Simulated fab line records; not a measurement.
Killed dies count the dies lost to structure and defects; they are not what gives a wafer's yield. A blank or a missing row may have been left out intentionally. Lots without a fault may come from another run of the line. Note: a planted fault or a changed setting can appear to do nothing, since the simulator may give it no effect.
Split-lot study    flow n5-finfet    7 lots, 21 wafers read, on a route of 1938 steps

## SPLIT DETAILS
At N5_BEOL_M6_COAT_22 (resist thk 30 nm), the setting spin-rpm was moved away from the recipe's 1500 rpm on 11 of the 21 wafers read, by -10.0% to +9.9%. All remaining wafers had this setting at the recipe value.

The split's own step is where the reading is taken.

## THE READING
CAR-EUV_of_BEOL_M6_COAT_22.thk-nm (the simulator's own value, which no gauge read), in nm, at N5_BEOL_M6_COAT_22 (resist thk 30 nm). The file gives no usual value for it. Average 29.9 nm, standard deviation 0.092 nm, over the 10 wafers here run with the recipe.

wafer   tool, chamber at the split  spin-rpm as run, rpm  against the recipe  CAR-EUV_of_BEOL_M6_COAT_22.thk-nm, nm  against lot-mates on the recipe
L080.2  litho-track-02, 0           1500                  recipe              29.8                                   -
L080.3  litho-track-02, 0           1452                  -3.2%               30.4                                   +0.6
L080.5  litho-track-02, 0           1452                  -3.2%               30.4                                   +0.6
L082.1  litho-track-02, 0           1500                  recipe              30                                     -
L082.4  litho-track-02, 0           1350                  -10.0%              31.6                                   +1.6
L082.6  litho-track-02, 0           1350                  -10.0%              31.6                                   +1.6
L083.1  litho-track-02, 0           1450                  -3.3%               30.6                                   +0.6
L083.3  litho-track-02, 0           1500                  recipe              30                                     -
L083.5  litho-track-02, 0           1450                  -3.3%               30.4                                   +0.4
L090.4  litho-track-01, 0           1622                  +8.1%               28.8                                   -1.0
L090.5  litho-track-01, 0           1622                  +8.1%               28.8                                   -1.0
L090.6  litho-track-01, 0           1500                  recipe              29.8                                   -
L091.2  litho-track-02, 0           1500                  recipe              30                                     -
L091.6  litho-track-02, 0           1500                  recipe              30                                     -
L091.3  litho-track-02, 0           1649                  +9.9%               28.6                                   -1.4
L092.1  litho-track-02, 0           1581                  +5.4%               29.2                                   -0.6
L092.3  litho-track-02, 0           1581                  +5.4%               29.2                                   -0.6
L092.6  litho-track-02, 0           1500                  recipe              29.8                                   -
L096.1  litho-track-01, 0           1500                  recipe              30                                     -
L096.5  litho-track-01, 0           1500                  recipe              30                                     -
L096.6  litho-track-01, 0           1500                  recipe              30                                     -

THE FIT
A straight line over all 21 wafers: CAR-EUV_of_BEOL_M6_COAT_22.thk-nm changes by -0.15 nm for each +1% of spin-rpm; r = -0.99; the points scatter about the line by 0.096 nm.
The same after taking each lot's own level away (the mean of its wafers on the recipe; 21 wafers): -0.143 nm for each +1%; r = -0.99; scatter 0.087 nm.
The reading moves by 1.4 nm for the largest change in spin-rpm, on that fit.
The span of the lots' own levels, 29.80 to 30.00 nm, comes to 2.2 times the standard deviation stated above.
Hence the lot-to-lot level has little effect on the slope; both slopes agree.
Check: for one of the wafers moved furthest among these (-10.0%), held out of the fit, the line's prediction against its lot-mates is +1.46 nm. Against them it came out at +1.6 nm.

## OTHER SPLITS ON THESE WAFERS
Note: prior to the reading, these wafers also went through further splits. Each is held against what the fit with the lots' levels taken away leaves over:
other split on the same wafers     wafers away from the commonest value  r with CAR-EUV_of_BEOL_M6_COAT_22.thk-nm (lot level and that fit taken away)
N5_BEOL_M2_EXPOSE_25 dose-mj       4                                     +0.13
N5_BEOL_M3_ILD_DEP_00 time-s       7                                     +0.68
N5_BEOL_M3_HM_DEP_02 target-thk-a  6                                     +0.05
N5_BEOL_M4_ETCH_70 bias-w          8                                     +0.22
N5_BEOL_M5_HM_DEP_02 target-thk-a  9                                     -0.17
N5_BEOL_M6_COAT_60 spin-rpm        7                                     -0.16
N5_BEOL_M6_ETCH_62 time-s          6                                     +0.20

## FILE'S OWN FIT
CAR-EUV_of_BEOL_M6_COAT_22.thk-nm changes by -0.142 nm for each +1% of spin-rpm, r = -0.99.
